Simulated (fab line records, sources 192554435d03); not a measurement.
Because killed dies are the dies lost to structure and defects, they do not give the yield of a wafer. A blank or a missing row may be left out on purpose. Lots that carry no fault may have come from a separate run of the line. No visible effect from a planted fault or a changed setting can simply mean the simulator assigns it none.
Struck lot and sound lot, side by side | flow n5 finfet | 16 steps out of a route of 1938
Sound: the wafers L637.1, L637.4, L637.5. Wafers struck: L647.3, L647.4, L647.6. At the end, the cause is stated.
Per side, at each step with rows, come the tool, then ch with its chambers, and then its first start. Under that, the readings that differ: sound wafers | struck wafers | difference of the means | sigmas: that difference in standard deviations of wafers without a fault.
alike: readings whose means differ by less than 2 such deviations, and words and numbers that are the same on both sides. not compared: withheld readings, readings that some wafer has no value for, bounds like >300 that may hide the same value, and numbers for which the record gives no deviation and whose values overlap.
The two part at a step that has a row with sigmas, a row that says differs or no value, or rows on one side only. Numbers that have no deviation but don't overlap get no sigmas and don't part them. A reading that every wafer of one side lacks parts them only if that side has two wafers or more.

first, 2 steps without rows for these wafers: N5_SDB_STRIP_19 (strips in N2/H2); N5_SDB_STRIP_21 (strips in CF4).
N5_SDB_HM_OPEN_20: chemistry CH3F/O2, target SiNx, stops on poly-Si, target depth 24 nm.
  sound on rie diel-01 ch 0,2, day 5 19:58; struck on rie diel-03 ch 0,1,3, day 8 07:30
  alike: drypump motor current A, oes product au, rf vpp V, showerhead plenum p Torr, throttle valve pct
  not compared: rf hours counter h
N5_SDB_STRIP_22: strips in N2/H2.
  sound on plasma asher-02 ch 0,1, day 5 20:03; struck on plasma asher-01 ch 0,1, day 8 07:38
  alike: drypump motor current A, heater power w, oes product au, strip time to endpoint s
  not compared: rf hours counter h
then, 2 steps without rows for these wafers: N5_SDB_PRECLEAN_23 (cleans in dHF, time 30 s); N5_SDB_DUMMY_REMOVE_24 (chemistry TMAH, target poly-Si, stops on SiO2, target depth 142 nm, time 57 s, rinse time 30 s).
N5_SDB_ETCH_25: etches SiO2 in C4F6/O2, target depth 10 nm, time 3.3 s.
  sound on rie diel-04 ch 0,1,3, day 5 21:04; struck on rie diel-03 ch 0,2, day 8 08:02
  alike: drypump motor current A, oes product au, rf vpp V, showerhead plenum p Torr, throttle valve pct
  not compared: rf hours counter h
N5_SDB_CUT_ETCH_26: etches Si in HBr/Cl2/O2, target depth 129.6 nm, bt time 20 s, time 51.8 s.
  sound on rie si-06 ch 0,2,3, day 5 21:10; struck on rie si-04 ch 0,1,3, day 8 08:07
  alike: drypump motor current A, oes product au, throttle valve pct
  not compared: rf hours counter h
then, 3 steps without rows for these wafers: N5_SDB_PRECLEAN_38 (cleans in dHF, time 10 s); N5_SDB_PRECLEAN_39 (cleans in O3/DIW, time 45 s); N5_SDB_SRD_28 (time 30 s).
N5_SDB_ALD_29: deposits SiNx, target thk 30 nm, pulse time 1 s, ald cycles 600.
  sound on ald sin-04 ch 0,3, day 5 21:43; struck on ald sin-04 ch 0,2, day 8 08:23
  alike: heater power w, precursor pulse height rel
N5_SDB_CMP_30: polishes, stops on poly-Si, t overpolish 1.54 s, target thk 30 nm.
  sound on cmp-04 ch 0,1,2, day 6 00:28; struck on cmp-04 ch 0,1, day 8 11:07
  reading                | sound             | struck            | difference | sigmas
  platen rpm (rpm)       | 51.78 51.78 51.82 | 49.73 49.73 49.74 | -2.06      | -66
  time to endpoint s (s) | 17.5 14.0 15.3    | 22.3 22.1 19.3    | +5.6       | +2
  alike: motor current A, overpolish run s
N5_SDB_THK_MEAS_31:
  sound on film metro-02 at day 6 00:45; struck on film metro-02 at day 8 11:25
  alike: SDB_THK
-- the record jumps here: 4 days lie between the struck wafers' starts before and after (it left off in module SDB and takes up again in module BEOL_M4, whose first step shown is number 1111 of the route) --
N5_BEOL_M4_RC_MEAS_101:
  sound on prober-02 ch 0, day 9 22:32; struck on prober-02 ch 0, day 12 10:22
  reading       | sound          | struck         | difference | sigmas
  SS_N (mV/dec) | 72.3 71.8 72.2 | 70.8 71.2 70.7 | -1.2       | -2
  alike: DIBL_N, DIBL_P, IOFF_N, IOFF_P, ION_N, ION_P, SS_P, VT_N, VT_P
then, 1 step without rows for these wafers: N5_PASSIVATION_PROBE_49.

== WHERE THEY PART ==
First at N5_SDB_CMP_30; last, within this record, at N5_BEOL_M4_RC_MEAS_101.

WHY: what had been put in by the simulator
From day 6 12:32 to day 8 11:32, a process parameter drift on cmp-04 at N5_SDB_CMP_30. A move of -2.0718 in setting platen rpm, from 51.796. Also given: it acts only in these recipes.
